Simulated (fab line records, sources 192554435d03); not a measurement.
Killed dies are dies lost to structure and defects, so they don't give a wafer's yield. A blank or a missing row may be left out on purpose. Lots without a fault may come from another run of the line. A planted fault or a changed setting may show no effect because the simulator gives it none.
Which tool did it? | flow n5_finfet | 24 lots, 72 wafers sampled, at 6 steps of a route of 1938

WHAT THE GAUGES READ, wafer by wafer
N5_BEOL_M7_OVL_MEAS_12. Usual: M7_OVL 0.0 nm, standard deviation 0.62.
lot  | measured     | on         | M7_OVL (nm)    | flag
L074 | day 8 19:25  | overlay-01 | 1.2 0.3 1.1    |
L075 | day 9 05:10  | overlay-02 | -1.0 -1.0 0.0  |
L076 | day 9 13:05  | overlay-02 | 0.4 -0.3 0.3   |
L077 | day 10 00:20 | overlay-02 | 0.7 0.8 0.1    |
L079 | day 10 11:58 | overlay-01 | -0.3 0.2 -0.1  |
L080 | day 10 17:18 | overlay-01 | -0.5 -0.4 0.3  |
L078 | day 10 17:33 | overlay-02 | 0.0 -0.3 0.1   |
L081 | day 10 21:27 | overlay-02 | -0.5 0.0 -0.2  |
L082 | day 11 00:59 | overlay-01 | -0.3 -0.1 -0.2 |
L085 | day 11 17:01 | overlay-01 | 0.4 -0.7 0.0   |
L084 | day 11 22:02 | overlay-02 | 0.5 0.2 -0.8   |
L083 | day 11 23:10 | overlay-02 | 0.6 0.2 0.3    |
L087 | day 12 05:31 | overlay-02 | -0.2 1.2 0.3   |
L086 | day 12 08:22 | overlay-01 | 1.3 -0.2 -0.1  |
L088 | day 12 21:29 | overlay-01 | -0.6 -0.8 0.6  |
L090 | day 12 21:37 | overlay-01 | -0.5 -0.2 0.8  |
L091 | day 13 06:22 | overlay-02 | 0.2 0.9 -0.5   |
L089 | day 13 15:47 | overlay-02 | 0.3 0.4 1.5    |
L092 | day 13 19:08 | overlay-01 | 0.9 -0.6 -1.4  |
L093 | day 14 00:58 | overlay-01 | 0.3 0.4 -0.4   |
L094 | day 14 04:06 | overlay-01 | 0.8 0.5 1.1    |
L095 | day 14 15:19 | overlay-01 | 0.0 -0.4 -1.0  |
L096 | day 14 20:37 | overlay-01 | -0.6 -0.7 -0.9 |
L097 | day 15 05:16 | overlay-01 | 0.9 -0.7 -1.2  |

N5_BEOL_M7_THK_MEAS_53: measures by xrf. Usual: M7_THK 79.2 nm, standard deviation 1.5.
lot  | measured     | on            | M7_THK (nm)    | flag
L074 | day 9 00:44  | film_metro-01 | 77.3 79.0 81.1 |
L075 | day 9 10:19  | film_metro-02 | 80.5 81.4 80.0 |
L076 | day 9 20:58  | film_metro-01 | 79.1 80.3 78.8 |
L077 | day 10 06:58 | film_metro-02 | 78.7 76.9 76.5 |
L079 | day 10 19:21 | film_metro-02 | 79.7 79.3 77.7 |
L080 | day 10 22:37 | film_metro-02 | 78.4 78.8 77.6 |
L078 | day 10 22:53 | film_metro-01 | 79.3 78.6 79.9 |
L081 | day 11 02:59 | film_metro-02 | 80.4 78.7 80.4 |
L082 | day 11 08:20 | film_metro-02 | 78.8 78.5 78.3 |
L085 | day 11 22:08 | film_metro-01 | 78.8 79.8 76.5 |
L084 | day 12 05:08 | film_metro-02 | 81.3 78.2 80.0 |
L083 | day 12 04:40 | film_metro-01 | 82.1 77.4 79.4 |
L087 | day 12 10:23 | film_metro-01 | 78.8 79.4 77.4 |
L086 | day 12 12:49 | film_metro-01 | 78.1 80.1 78.3 |
L088 | day 13 05:51 | film_metro-02 | 79.8 79.0 80.9 |
L090 | day 13 04:24 | film_metro-02 | 77.3 79.6 79.8 |
L091 | day 13 11:43 | film_metro-01 | 75.8 80.5 77.8 |
L089 | day 13 22:05 | film_metro-02 | 79.2 77.6 77.4 |
L092 | day 14 00:23 | film_metro-01 | 79.8 80.4 80.4 |
L093 | day 14 04:46 | film_metro-02 | 79.9 78.7 77.7 |
L094 | day 14 12:11 | film_metro-01 | 79.7 80.1 79.3 |
L095 | day 14 21:37 | film_metro-01 | 80.4 83.4 81.0 |
L096 | day 15 02:32 | film_metro-02 | 78.3 78.7 78.0 |
L097 | day 15 10:06 | film_metro-02 | 81.0 82.0 80.0 |

WHICH TOOL RAN EACH LOT (tool, then ch and the chambers of the sampled wafers, then the start)
lot  | N5_BEOL_M7_DESCUM_33               | N5_BEOL_M7_ETCH_66                 | N5_BEOL_M7_CURE_75            | N5_BEOL_M7_ALD_77
L074 | rie_diel-06 ch 1,3, day 8 21:29    | rie_diel-06 ch 1,3, day 8 21:34    | uv_cure-03 ch 2, day 8 22:10  | ald_metal-04 ch 0,1, day 8 22:59
L075 | rie_diel-03 ch 0,2,3, day 9 07:33  | rie_diel-03 ch 0,2,3, day 9 07:38  | uv_cure-01 ch 0, day 9 08:11  | ald_metal-02 ch 0,1,2, day 9 08:41
L076 | rie_diel-06 ch 1,2, day 9 18:20    | rie_diel-06 ch 1,2, day 9 18:25    | uv_cure-03 ch 0, day 9 19:03  | ald_metal-03 ch 0,2,3, day 9 19:23
L077 | rie_diel-06 ch 0,1,3, day 10 04:23 | rie_diel-06 ch 0,1,3, day 10 04:28 | uv_cure-03 ch 1, day 10 05:10 | ald_metal-04 ch 1,2,3, day 10 05:32
L079 | rie_diel-04 ch 0,3, day 10 16:50   | rie_diel-04 ch 0,3, day 10 16:55   | uv_cure-03 ch 1, day 10 17:30 | ald_metal-02 ch 0,1,2, day 10 17:53
L080 | rie_diel-04 ch 0,1,2, day 10 19:13 | rie_diel-04 ch 0,1,2, day 10 19:17 | uv_cure-01 ch 2, day 10 19:50 | ald_metal-02 ch 1,2,3, day 10 21:08
L078 | rie_diel-04 ch 1,2,3, day 10 19:36 | rie_diel-04 ch 1,2,3, day 10 19:41 | uv_cure-02 ch 1, day 10 20:23 | ald_metal-03 ch 0,1,2, day 10 21:11
L081 | rie_diel-03 ch 0,3, day 10 23:43   | rie_diel-03 ch 0,3, day 10 23:48   | uv_cure-03 ch 2, day 11 00:32 | ald_metal-04 ch 0,3, day 11 01:08
L082 | rie_diel-04 ch 1,2,3, day 11 03:55 | rie_diel-04 ch 1,2,3, day 11 03:59 | uv_cure-02 ch 2, day 11 04:32 | ald_metal-03 ch 0,1,2, day 11 05:07
L085 | rie_diel-04 ch 1,2,3, day 11 18:10 | rie_diel-04 ch 1,2,3, day 11 18:14 | uv_cure-01 ch 2, day 11 18:55 | ald_metal-03 ch 0,1,2, day 11 19:20
L084 | rie_diel-06 ch 2,3, day 12 01:34   | rie_diel-06 ch 2,3, day 12 01:38   | uv_cure-03 ch 2, day 12 02:11 | ald_metal-04 ch 0,2,3, day 12 03:48
L083 | rie_diel-03 ch 0,1,2, day 12 01:05 | rie_diel-03 ch 0,1,2, day 12 01:10 | uv_cure-01 ch 1, day 12 01:56 | ald_metal-03 ch 1,2, day 12 03:09
L087 | rie_diel-06 ch 1,2,3, day 12 07:10 | rie_diel-06 ch 1,2,3, day 12 07:15 | uv_cure-03 ch 2, day 12 07:55 | ald_metal-03 ch 0,1,2, day 12 08:47
L086 | rie_diel-04 ch 1,2,3, day 12 09:26 | rie_diel-04 ch 1,2,3, day 12 09:31 | uv_cure-02 ch 0, day 12 10:10 | ald_metal-02 ch 0,2,3, day 12 11:01
L088 | rie_diel-06 ch 0,3, day 13 01:20   | rie_diel-06 ch 0,3, day 13 01:25   | uv_cure-01 ch 2, day 13 02:01 | ald_metal-02 ch 0,1,3, day 13 02:43
L090 | rie_diel-04 ch 1,2, day 13 00:59   | rie_diel-04 ch 1,2, day 13 01:04   | uv_cure-02 ch 2, day 13 01:38 | ald_metal-02 ch 0,2,3, day 13 02:10
L091 | rie_diel-03 ch 0,1, day 13 08:38   | rie_diel-03 ch 0,1, day 13 08:43   | uv_cure-01 ch 0, day 13 09:16 | ald_metal-02 ch 1,2, day 13 09:46
L089 | rie_diel-06 ch 2,3, day 13 18:03   | rie_diel-06 ch 2,3, day 13 18:08   | uv_cure-01 ch 0, day 13 18:43 | ald_metal-03 ch 1,3, day 13 19:08
L092 | rie_diel-06 ch 0,2,3, day 13 21:38 | rie_diel-06 ch 0,2,3, day 13 21:43 | uv_cure-01 ch 0, day 13 22:21 | ald_metal-04 ch 0,1,2, day 13 23:03
L093 | rie_diel-06 ch 0,2,3, day 14 02:04 | rie_diel-06 ch 0,2,3, day 14 02:08 | uv_cure-01 ch 0, day 14 03:01 | ald_metal-02 ch 0,1,2, day 14 03:27
L094 | rie_diel-04 ch 0,3, day 14 07:37   | rie_diel-04 ch 0,3, day 14 07:44   | uv_cure-03 ch 0, day 14 08:47 | ald_metal-04 ch 1,2, day 14 09:32
L095 | rie_diel-06 ch 0,3, day 14 16:25   | rie_diel-06 ch 0,3, day 14 16:29   | uv_cure-03 ch 0, day 14 17:05 | ald_metal-03 ch 1,2, day 14 17:46
L096 | rie_diel-04 ch 0,2,3, day 14 23:32 | rie_diel-04 ch 0,2,3, day 14 23:37 | uv_cure-02 ch 2, day 15 00:16 | ald_metal-02 ch 1,2,3, day 15 00:57
L097 | rie_diel-06 ch 0,1,3, day 15 06:25 | rie_diel-06 ch 0,1,3, day 15 06:30 | uv_cure-01 ch 2, day 15 07:02 | ald_metal-02 ch 0,1,3, day 15 08:31
- N5_BEOL_M7_DESCUM_33: chemistry O2, time 7 s.
- N5_BEOL_M7_ETCH_66: etches SOC in N2/H2, target depth 80 nm, overetch 16 nm, time 120 s.
- N5_BEOL_M7_CURE_75: cures SiCOH lowk, time 120 s.
- N5_BEOL_M7_ALD_77: deposits TaN, target thk 2 nm, pulse time 2 s, purge time 3 s.

WHAT THE TOOLS THEMSELVES READ (means of the sampled wafers that have a number; where no wafer has one, the mark that the record gives instead)
N5_BEOL_M7_DESCUM_33. Usual: drypump_motor_current_A 5.7 A, standard deviation 0.33; oes_product_au 0.80 a.u., standard deviation 0.087; rf_vpp_V 243.3 V, standard deviation 1.1; showerhead_plenum_p_Torr 2.10 Torr, standard deviation 0.05; throttle_valve_pct 20.43 %, standard deviation 0.29.
lot  | tool        | drypump_motor_current_A (A) | oes_product_au (a.u.) | rf_vpp_V (V) | showerhead_plenum_p_Torr (Torr) | throttle_valve_pct (%) | flag
L074 | rie_diel-06 | 5.8                         | 0.84                  | 244.2        | 2.12                            | 20.30                  |
L075 | rie_diel-03 | 6.1                         | 0.86                  | 243.7        | 2.09                            | 20.14                  |
L076 | rie_diel-06 | 5.7                         | 0.73                  | 243.2        | 2.08                            | 20.85                  |
L077 | rie_diel-06 | 5.8                         | 0.76                  | 243.1        | 2.12                            | 20.49                  |
L079 | rie_diel-04 | 5.7                         | 0.82                  | 243.3        | 2.08                            | 20.44                  |
L080 | rie_diel-04 | 5.8                         | 0.80                  | 243.0        | 2.07                            | 20.49                  |
L078 | rie_diel-04 | 5.5                         | 0.75                  | 242.9        | 2.09                            | 20.44                  |
L081 | rie_diel-03 | 5.9                         | 0.83                  | 242.7        | 2.08                            | 20.05                  |
L082 | rie_diel-04 | 5.6                         | 0.73                  | 243.2        | 2.09                            | 20.44                  |
L085 | rie_diel-04 | 5.6                         | 0.74                  | 242.7        | 2.09                            | 20.46                  |
L084 | rie_diel-06 | 5.6                         | 0.84                  | 244.1        | 2.12                            | 20.22                  |
L083 | rie_diel-03 | 6.0                         | 0.82                  | 242.9        | 2.08                            | 20.33                  |
L087 | rie_diel-06 | 5.6                         | 0.78                  | 243.3        | 2.10                            | 20.55                  |
L086 | rie_diel-04 | 5.6                         | 0.74                  | 243.8        | 2.08                            | 20.47                  |
L088 | rie_diel-06 | 5.8                         | 0.87                  | 244.3        | 2.14                            | 20.06                  |
L090 | rie_diel-04 | 5.6                         | 0.73                  | 242.1        | 2.06                            | 20.47                  |
L091 | rie_diel-03 | 5.9                         | 0.75                  | 243.5        | 2.11                            | 20.55                  |
L089 | rie_diel-06 | 5.4                         | 0.81                  | 243.7        | 2.11                            | 20.46                  |
L092 | rie_diel-06 | 5.6                         | 0.85                  | 243.6        | 2.13                            | 20.29                  |
L093 | rie_diel-06 | 5.6                         | 0.85                  | 243.9        | 2.13                            | 20.30                  |
L094 | rie_diel-04 | 6.0                         | 0.83                  | 242.8        | 2.06                            | 20.55                  |
L095 | rie_diel-06 | 5.8                         | 0.86                  | 243.1        | 2.13                            | 20.08                  |
L096 | rie_diel-04 | 5.8                         | 0.79                  | 242.2        | 2.04                            | 20.50                  |
L097 | rie_diel-06 | 5.8                         | 0.89                  | 244.0        | 2.11                            | 20.30                  |

N5_BEOL_M7_ETCH_66. Usual: bias_w 150.0 W, standard deviation 0.47; drypump_motor_current_A 5.8 A, standard deviation 0.33; oes_product_au 0.61 a.u., standard deviation 0.062; rf_vpp_V 524.2 V, standard deviation 1.8; showerhead_plenum_p_Torr 2.55 Torr, standard deviation 0.059; throttle_valve_pct 17.84 %, standard deviation 0.29.
lot  | tool        | bias_w (W) | drypump_motor_current_A (A) | oes_product_au (a.u.) | rf_vpp_V (V) | showerhead_plenum_p_Torr (Torr) | throttle_valve_pct (%) | flag
L074 | rie_diel-06 | 149.8      | 5.8                         | 0.65                  | 523.7        | 2.57                            | 17.71                  |
L075 | rie_diel-03 | 150.0      | 6.1                         | 0.64                  | 525.0        | 2.53                            | 17.50                  |
L076 | rie_diel-06 | 150.0      | 5.7                         | 0.57                  | 522.1        | 2.53                            | 18.23                  |
L077 | rie_diel-06 | 150.3      | 5.8                         | 0.58                  | 524.8        | 2.57                            | 17.89                  |
L079 | rie_diel-04 | 149.8      | 5.7                         | 0.63                  | 524.9        | 2.53                            | 17.83                  |
L080 | rie_diel-04 | 150.1      | 5.8                         | 0.61                  | 523.5        | 2.52                            | 17.96                  |
L078 | rie_diel-04 | 150.0      | 5.6                         | 0.57                  | 524.2        | 2.54                            | 17.91                  |
L081 | rie_diel-03 | 150.0      | 5.8                         | 0.63                  | 523.6        | 2.52                            | 17.41                  |
L082 | rie_diel-04 | 150.1      | 5.5                         | 0.57                  | 523.5        | 2.54                            | 17.91                  |
L085 | rie_diel-04 | 150.2      | 5.6                         | 0.57                  | 523.9        | 2.53                            | 17.92                  |
L084 | rie_diel-06 | 150.0      | 5.6                         | 0.64                  | 525.2        | 2.58                            | 17.64                  |
L083 | rie_diel-03 | 150.1      | 6.0                         | 0.63                  | 523.9        | 2.52                            | 17.73                  |
L087 | rie_diel-06 | 149.7      | 5.7                         | 0.60                  | 524.7        | 2.55                            | 17.96                  |
L086 | rie_diel-04 | 149.7      | 5.6                         | 0.57                  | 523.1        | 2.53                            | 17.93                  |
L088 | rie_diel-06 | 149.9      | 5.8                         | 0.67                  | 524.9        | 2.59                            | 17.46                  |
L090 | rie_diel-04 | 150.3      | 5.6                         | 0.57                  | 523.2        | 2.50                            | 17.99                  |
L091 | rie_diel-03 | 149.8      | 6.0                         | 0.58                  | 525.0        | 2.58                            | 17.98                  |
L089 | rie_diel-06 | 149.9      | 5.4                         | 0.61                  | 525.4        | 2.57                            | 17.86                  |
L092 | rie_diel-06 | 150.2      | 5.6                         | 0.64                  | 524.3        | 2.58                            | 17.68                  |
L093 | rie_diel-06 | 149.4      | 5.6                         | 0.64                  | 524.4        | 2.58                            | 17.68                  |
L094 | rie_diel-04 | 149.9      | 6.0                         | 0.63                  | 522.5        | 2.51                            | 17.93                  |
L095 | rie_diel-06 | 150.4      | 5.8                         | 0.65                  | 524.8        | 2.59                            | 17.49                  |
L096 | rie_diel-04 | 150.5      | 5.8                         | 0.60                  | 522.1        | 2.48                            | 17.93                  |
L097 | rie_diel-06 | 150.1      | 5.8                         | 0.68                  | 524.7        | 2.56                            | 17.65                  |

N5_BEOL_M7_CURE_75. Usual: lamp_power_pct 52.32 %, standard deviation 0.056; wafer_temp_C_max 371.9, standard deviation 0.5.
lot  | tool       | lamp_power_pct (%) | wafer_temp_C_max | flag
L074 | uv_cure-03 | 52.42              | 372.7            |
L075 | uv_cure-01 | 52.34              | 371.9            |
L076 | uv_cure-03 | 52.30              | 371.5            |
L077 | uv_cure-03 | 52.28              | 371.9            |
L079 | uv_cure-03 | 52.31              | 372.4            |
L080 | uv_cure-01 | 52.32              | 371.5            |
L078 | uv_cure-02 | 52.33              | 371.8            |
L081 | uv_cure-03 | 52.31              | 372.5            |
L082 | uv_cure-02 | 52.34              | 371.7            |
L085 | uv_cure-01 | 52.34              | 371.6            |
L084 | uv_cure-03 | 52.33              | 372.3            |
L083 | uv_cure-01 | 52.29              | 371.6            |
L087 | uv_cure-03 | 52.26              | 372.4            |
L086 | uv_cure-02 | 52.31              | 372.1            |
L088 | uv_cure-01 | 52.28              | 371.4            |
L090 | uv_cure-02 | 52.32              | 371.9            |
L091 | uv_cure-01 | 52.31              | 372.0            |
L089 | uv_cure-01 | 52.29              | 371.8            |
L092 | uv_cure-01 | 52.38              | 371.8            |
L093 | uv_cure-01 | 52.23              | 371.9            |
L094 | uv_cure-03 | 52.30              | 371.6            |
L095 | uv_cure-03 | 52.30              | 371.5            |
L096 | uv_cure-02 | 52.38              | 371.7            |
L097 | uv_cure-01 | 52.34              | 371.1            |

N5_BEOL_M7_ALD_77. Usual: heater_power_w 430 W, standard deviation 57; precursor_vessel_carrier_sccm 1000 sccm, standard deviation 3; precursor_vessel_temp_c 75.00 C, standard deviation 0.13.
lot  | tool         | heater_power_w (W) | precursor_vessel_carrier_sccm (sccm) | precursor_vessel_temp_c (C) | flag
L074 | ald_metal-04 | 465                | 1000                                 | 75.06                       |
L075 | ald_metal-02 | 436                | 996                                  | 75.00                       |
L076 | ald_metal-03 | 432                | 1003                                 | 74.94                       |
L077 | ald_metal-04 | 415                | 1000                                 | 75.10                       |
L079 | ald_metal-02 | 440                | 1000                                 | 75.07                       |
L080 | ald_metal-02 | 441                | 1000                                 | 74.98                       |
L078 | ald_metal-03 | 434                | 1004                                 | 75.00                       |
L081 | ald_metal-04 | 421                | 999                                  | 74.99                       |
L082 | ald_metal-03 | 437                | 998                                  | 74.96                       |
L085 | ald_metal-03 | 437                | 1002                                 | 75.09                       |
L084 | ald_metal-04 | 413                | 1000                                 | 74.93                       |
L083 | ald_metal-03 | 461                | 998                                  | 74.96                       |
L087 | ald_metal-03 | 438                | 1000                                 | 74.96                       |
L086 | ald_metal-02 | 419                | 1000                                 | 74.97                       |
L088 | ald_metal-02 | 474                | 998                                  | 75.09                       |
L090 | ald_metal-02 | 414                | 999                                  | 75.02                       |
L091 | ald_metal-02 | 400                | 999                                  | 75.02                       |
L089 | ald_metal-03 | 370                | 999                                  | 75.04                       |
L092 | ald_metal-04 | 433                | 1000                                 | 75.02                       |
L093 | ald_metal-02 | 437                | 1000                                 | 75.04                       |
L094 | ald_metal-04 | 430                | 1004                                 | 75.13                       |
L095 | ald_metal-03 | 461                | 1002                                 | 74.93                       |
L096 | ald_metal-02 | 442                | 1001                                 | 74.80                       |
L097 | ald_metal-02 | 474                | 1001                                 | 74.91                       |

THE ANSWER, worked out from the rows above alone
Rule: a lot is off if the mean of its wafers that have a number lies more than 3 standard deviations from the usual mean. A lot without any number at a reading at which 4 lots or more have one is off too. The other lots that the step has rows for count as sound. The gauges are gone through in route order, then the tools' own readings, and for those a lot's mean is taken as printed above. The first step at which some lot is off is used, and at that step the reading that is off furthest; a lot without a number counts as furthest.
No lot is off at any reading shown: from this, nothing can be told.

WHAT THE SIMULATOR HAD PUT IN
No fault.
